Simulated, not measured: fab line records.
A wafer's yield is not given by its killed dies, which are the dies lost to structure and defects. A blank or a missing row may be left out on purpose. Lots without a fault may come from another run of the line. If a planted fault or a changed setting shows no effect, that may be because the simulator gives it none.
The tool behind it: which one? ; flow n5_finfet ; Sampling: 11 lots, 28 wafers, 2 of 1938 route steps

WHAT THE GAUGES READ, wafer by wafer
N5_BEOL_M8_THK_MEAS_01. Usual: M8_ILD_THK typically reads 155.2 nm, with standard deviation 2.3.
lot;measured;on;M8_ILD_THK (nm);flag
L995;day 9 01:18;film_metro-01;152.2 152.1;
L994;day 9 06:37;film_metro-01;154.6 159.0;
L996;day 9 18:41;film_metro-01;155.5 156.1;
L100;day 10 12:05;film_metro-01;153.2 154.0 154.6;
L101;day 10 12:56;film_metro-01;158.5 159.2 159.3;
L102;day 10 20:56;film_metro-02;155.1 155.5 156.5;
L106;day 12 15:29;film_metro-02;152.4 156.6;
L109;day 13 09:08;film_metro-01;154.6 154.8 158.8;
L111;day 13 09:41;film_metro-02;154.9 153.1 155.5;
L112;day 13 12:53;film_metro-01;155.8 157.3 158.5;
L116;day 14 18:22;film_metro-02;156.6 158.0;

TOOL THAT RAN EACH LOT (tool first, then ch and the chambers of the sampled wafers, then the start)
lot;N5_BEOL_M8_ILD_DEP_00
L995;pecvd-04 ch 0,2, day 9 00:44
L994;pecvd-03 ch 1,2, day 9 06:02
L996;pecvd-03 ch 2, day 9 18:03
L100;pecvd-01 ch 0,1,2, day 10 11:05
L101;pecvd-01 ch 0,2, day 10 12:21
L102;pecvd-01 ch 0,2, day 10 20:22
L106;pecvd-04 ch 0,1, day 12 14:54
L109;pecvd-04 ch 0,2, day 13 08:33
L111;pecvd-03 ch 0,1, day 13 09:06
L112;pecvd-03 ch 0,1, day 13 12:19
L116;pecvd-04 ch 1,2, day 14 17:48
- N5_BEOL_M8_ILD_DEP_00: deposits SiCOH lowk from DEMS/porogen, target thk 179.75 nm, time 33.4 s.

AS READ BY THE TOOLS THEMSELVES (means over the sampled wafers that have a number; for cases with no such wafer, the mark the record gives instead)
N5_BEOL_M8_ILD_DEP_00. Usual: chamber_pressure_Torr 5.001 Torr, standard deviation 0.011; heater_power_w 291 W, standard deviation 42; showerhead_plenum_p_Torr 5.743 Torr, standard deviation 0.014; showerhead_vpp_V 1424 V, standard deviation 97; throttle_valve_pct 13.9 %, standard deviation 0.73.
lot;tool;chamber_pressure_Torr (Torr);heater_power_w (W);showerhead_plenum_p_Torr (Torr);showerhead_vpp_V (V);throttle_valve_pct (%);flag
L995;pecvd-04;5.006;351;5.749;1512;14.9;
L994;pecvd-03;4.997;240;5.735;1412;13.6;
L996;pecvd-03;4.997;230;5.732;1368;12.8;
L100;pecvd-01;5.005;282;5.753;1310;14.3;
L101;pecvd-01;5.001;325;5.749;1381;13.7;
L102;pecvd-01;4.999;325;5.746;1356;14.1;
L106;pecvd-04;5.001;320;5.739;1518;14.7;
L109;pecvd-04;5.008;341;5.742;1553;14.4;
L111;pecvd-03;4.997;256;5.738;1364;13.8;
L112;pecvd-03;5.001;261;5.744;1411;14.0;
L116;pecvd-04;5.005;312;5.756;1485;13.6;

THE ANSWER, worked out from the rows above alone
Rule: lot off if the mean of its wafers having a number is beyond 3 standard deviations from the usual mean. Also off: a lot with no number at a reading for which 4 or more lots have one. Any other lot the step has rows for is counted as sound. After the gauges, taken in route order, come the tools' own readings; for these a lot's mean is taken, as printed above. At the first step where some lot is off, the reading lying furthest off is the one used; lots without a number count as furthest.
No lot is off at any reading shown: from this, nothing can be told.

WHAT THE SIMULATOR HAD INSERTED
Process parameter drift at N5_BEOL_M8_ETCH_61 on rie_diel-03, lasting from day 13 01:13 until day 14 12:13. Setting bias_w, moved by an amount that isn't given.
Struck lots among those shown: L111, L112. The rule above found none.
